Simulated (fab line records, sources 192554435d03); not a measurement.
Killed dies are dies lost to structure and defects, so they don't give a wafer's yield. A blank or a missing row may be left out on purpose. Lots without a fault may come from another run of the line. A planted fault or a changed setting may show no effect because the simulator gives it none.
Chamber matching | flow n5_finfet | N5_BEOL_M0_SAQP_PECVD_00 on pecvd-02: 3 sister chambers
The step deposits SiCN from 3MS/NH3, target thk 8 nm, time 14 s. 6 wafers are shown with their chamber, then 8 later ones without.

WAFERS WITH THEIR CHAMBER
wafer  | chamber | throttle_valve_pct (%) | showerhead_plenum_p_Torr (Torr)
L084.3 | 0       | 8.8                    | 3.660
L087.1 | 2       | 8.3                    | 3.661
L088.1 | 1       | 9.3                    | 3.664
L088.4 | 2       | 8.5                    | 3.667
L088.5 | 0       | 9.2                    | 3.651
L092.2 | 1       | 8.9                    | 3.667

WAFERS WITHOUT THEIR CHAMBER
wafer  | throttle_valve_pct (%) | showerhead_plenum_p_Torr (Torr)
L092.4 | 9.0                    | 3.661
L092.5 | 8.5                    | 3.660
L076.2 | 8.4                    | 3.661
L076.3 | 8.9                    | 3.652
L076.5 | 9.0                    | 3.654
L097.1 | 9.2                    | 3.653
L097.3 | 9.2                    | 3.664
L097.6 | 8.3                    | 3.665

WHICH CHAMBER EACH WENT THROUGH
wafer  | from the rows above          | in truth
L092.4 | can't be placed: 1 or 0 or 2 | 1
L092.5 | can't be placed: 2 or 0 or 1 | 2
L076.2 | 2                            | 2
L076.3 | 0                            | 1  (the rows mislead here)
L076.5 | 0                            | 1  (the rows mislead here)
L097.1 | can't be placed: 0 or 1      | 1
L097.3 | can't be placed: 1 or 0      | 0
L097.6 | 2                            | 2
Placed correctly: 2 of 8. Can't be placed from these rows: 4 (the true chamber is among the candidates in 4). Placed wrongly: 2.
How it was worked out, from the rows above alone: a wafer's distance from a chamber is the root of the sum, over the readings, of the square of ((its reading less the chamber's mean) divided by the reading's scatter). The wafer belongs to the nearest chamber; if the next one is less than 2 further off, it can't be placed. A chamber's mean is the mean of its shown wafers. The scatter: the root of (the sum of the squares of (reading less its chamber's mean) over the shown wafers, divided by (wafers less chambers)).
